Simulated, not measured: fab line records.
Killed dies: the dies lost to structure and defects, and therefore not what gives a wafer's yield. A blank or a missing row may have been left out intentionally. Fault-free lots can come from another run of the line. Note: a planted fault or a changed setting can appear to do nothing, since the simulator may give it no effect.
A struck lot beside a sound one ; flow nand-harc ; 42 out of 1159 route steps
Sound: these wafers, L660.1, L660.3, L660.5. Wafers struck: L665.2, L665.3, L665.4. The cause is given at the end.
At each step with rows: each side's tool, then ch and its chambers, then its first start. Under that, the readings that differ: sound wafers ; struck wafers ; difference of the means ; sigmas: that difference in standard deviations of wafers without a fault.
alike: same words and numbers on both sides, and readings whose means sit less than 2 such deviations apart. not compared: any withheld reading, any reading some wafer has no value for, any bound like >300 that may hide the same value, and any number with overlapping values for which the record gives no deviation.
The two part at a step that has a row with sigmas, a row that says differs or no value, or rows on one side only. When numbers do not overlap yet have no deviation, they are printed without sigmas and do not part them. A reading that every wafer of one side lacks parts them only if that side has two wafers or more.

first, 3 steps without rows for these wafers: NHARC_A_CONTACT_ETCH_120 (etches the open film in C4F8/O2/Ar, time 94 s, target depth 922 nm); NHARC_A_CONTACT_ETCH_121 (etches the open film in C4F8/O2/Ar, time 94 s, target depth 922 nm); NHARC_A_CONTACT_ETCH_122 (etches the open film in C4F8/O2/Ar, time 95 s, target depth 930 nm).
NHARC_A_CONTACT_ETCH_123: etches the open film in C4F8/O2/Ar, time 253 s, target depth 1090 nm.
  sound on har-cap-etch-03 ch 0,1, day 17 01:23; struck on har-cap-etch-02 ch 0,1, day 18 14:08
reading;sound;struck;difference;sigmas
oes-air-line-au (a.u.);0.932 0.970 1.010;1.023 1.026 0.992;+0.043;+2
  not compared: rf-hours-counter-h
then, 2 steps without rows for these wafers: NHARC_A_CONTACT_ETCH_90 (etches the open film in CH3F/O2, target depth 40 nm, time 85.7 s); NHARC_A_CONTACT_ETCH_96 (etches the open film in C4F6/O2, target depth 20 nm, time 10 s).
NHARC_A_CONTACT_CD_MEAS_53:
  struck on cd-sem-03, day 18 14:56; sound on cd-sem-03, day 17 02:09
  alike: cd-nm
then, 5 steps without rows for these wafers: NHARC_A_CONTACT_STRIP_99 (strips in N2/H2); NHARC_A_CONTACT_STRIP_100 (strips in CF4/CHF3); NHARC_A_CONTACT_STRIP_101 (strips in O2/COS); NHARC_A_CONTACT_ETCH_102 (etches the open film in CF4/O2, target depth 70 nm, overetch 7 nm, time 38.5 s); NHARC_A_CONTACT_STRIP_55 (strips in O2).
NHARC_A_CONTACT_STRIP_56: strips in post etch residue remover, time 600 s.
  sound on wet-bench-06 ch 2,3,7, day 17 02:50; struck on wet-bench-03 ch 3,6,7, day 18 16:28
then, 12 steps without rows for these wafers: NHARC_A_CONTACT_DEP_57 (deposits aC, target thk 2800 nm); NHARC_A_CONTACT_DEP_58 (deposits SiON, target thk 60 nm); NHARC_A_CONTACT_DEHYDRATE_59 (time 120 s); NHARC_A_CONTACT_HMDS_60 (time 30 s); NHARC_A_CONTACT_COAT_61 (time 75 s); NHARC_A_CONTACT_COAT_62 (time 65 s); NHARC_A_CONTACT_COAT_63 (resist thk 90 nm); NHARC_A_CONTACT_SOFTBAKE_64 (time 55 s); NHARC_A_CONTACT_EBR_65; NHARC_A_CONTACT_EXPOSE_66 (exposes mask A CC 2); NHARC_A_CONTACT_PEB_67 (peb time 65 s); NHARC_A_CONTACT_DEVELOP_68 (develop time 35 s).
NHARC_A_CONTACT_CD_MEAS_69: target cd 200 nm.
  sound on cd-sem-01 ch 0, day 17 05:32; struck on cd-sem-01 ch 0, day 18 19:13
  alike: cd-nm
NHARC_A_CONTACT_OVL_MEAS_70:
  struck on overlay-02, day 18 19:17; sound on overlay-01, day 17 05:37
  alike: overlay-x-nm, overlay-y-nm
NHARC_A_CONTACT_DESCUM_74: chemistry O2, time 3 s.
  sound on rie-diel-06 ch 1,2,3, day 17 05:44; struck on rie-diel-06 ch 0,1,3, day 18 19:24
  alike: drypump-motor-current-A, oes-product-au, rf-vpp-V, showerhead-plenum-p-Torr, throttle-valve-pct
  not compared: rf-hours-counter-h
NHARC_A_CONTACT_ETCH_75: etches the open film in CF4, target depth 39 nm, time 65 s.
  sound on rie-diel-06 ch 0,2,3, day 17 05:49; struck on rie-diel-06 ch 0,1,3, day 18 19:28
  alike: cf4-flow-sccm, drypump-motor-current-A, oes-product-au, rf-vpp-V, showerhead-plenum-p-Torr, throttle-valve-pct
  not compared: rf-hours-counter-h
then, 3 steps without rows for these wafers: NHARC_A_CONTACT_ETCH_76 (etches the open film in N2/H2, target depth 260 nm, time 475.3 s); NHARC_A_CONTACT_ETCH_77 (etches the open film in CF4/CHF3, target depth 72.6 nm, time 36.3 s); NHARC_A_CONTACT_ETCH_78 (etches the open film in O2/COS, target depth 2800 nm, time 728 s).
NHARC_A_CONTACT_ETCH_124: etches the open film in C4F8/O2/Ar, time 140 s, target depth 700 nm.
  sound on har-cap-etch-02 ch 1, day 17 06:50; struck on har-cap-etch-01 ch 0,1, day 18 20:36
  alike: oes-air-line-au
  not compared: rf-hours-counter-h
then, 5 steps without rows for these wafers: NHARC_A_CONTACT_ETCH_125 (etches the open film in C4F8/O2/Ar, time 155 s, target depth 956 nm); NHARC_A_CONTACT_ETCH_126 (etches the open film in C4F8/O2/Ar, time 155 s, target depth 956 nm); NHARC_A_CONTACT_ETCH_127 (etches the open film in C4F8/O2/Ar, time 155 s, target depth 956 nm); NHARC_A_CONTACT_ETCH_128 (etches the open film in C4F8/O2/Ar, time 155 s, target depth 956 nm); NHARC_A_CONTACT_ETCH_129 (etches the open film in C4F8/O2/Ar, time 155 s, target depth 956 nm).
NHARC_A_CONTACT_ETCH_130: etches the open film in C4F8/O2/Ar, time 155 s, target depth 956 nm.
  sound on har-cap-etch-02 ch 1, day 17 07:45; struck on har-cap-etch-01 ch 0,1, day 18 21:30
  alike: oes-air-line-au
  not compared: rf-hours-counter-h
then, 2 steps without rows for these wafers: NHARC_A_CONTACT_ETCH_131 (etches the open film in C4F8/O2/Ar, time 155 s, target depth 956 nm); NHARC_A_CONTACT_ETCH_132 (etches the open film in C4F8/O2/Ar, time 156 s, target depth 958 nm).
-- break in the record here, with 3 days between the starts of the struck wafers on either side (left off in module A_CONTACT, picked up again in module END, where the first step shown is number 1159 on the route) --
NHARC_END_SORT_01:
  at this point the record logs the struck wafers (prober-02 ch 0, day 21 21:44) and has no rows for the sound ones

## WHERE THEY PART
First at NHARC_A_CONTACT_ETCH_123; last, within this record, at NHARC_END_SORT_01.

WHY: what the simulator had put in
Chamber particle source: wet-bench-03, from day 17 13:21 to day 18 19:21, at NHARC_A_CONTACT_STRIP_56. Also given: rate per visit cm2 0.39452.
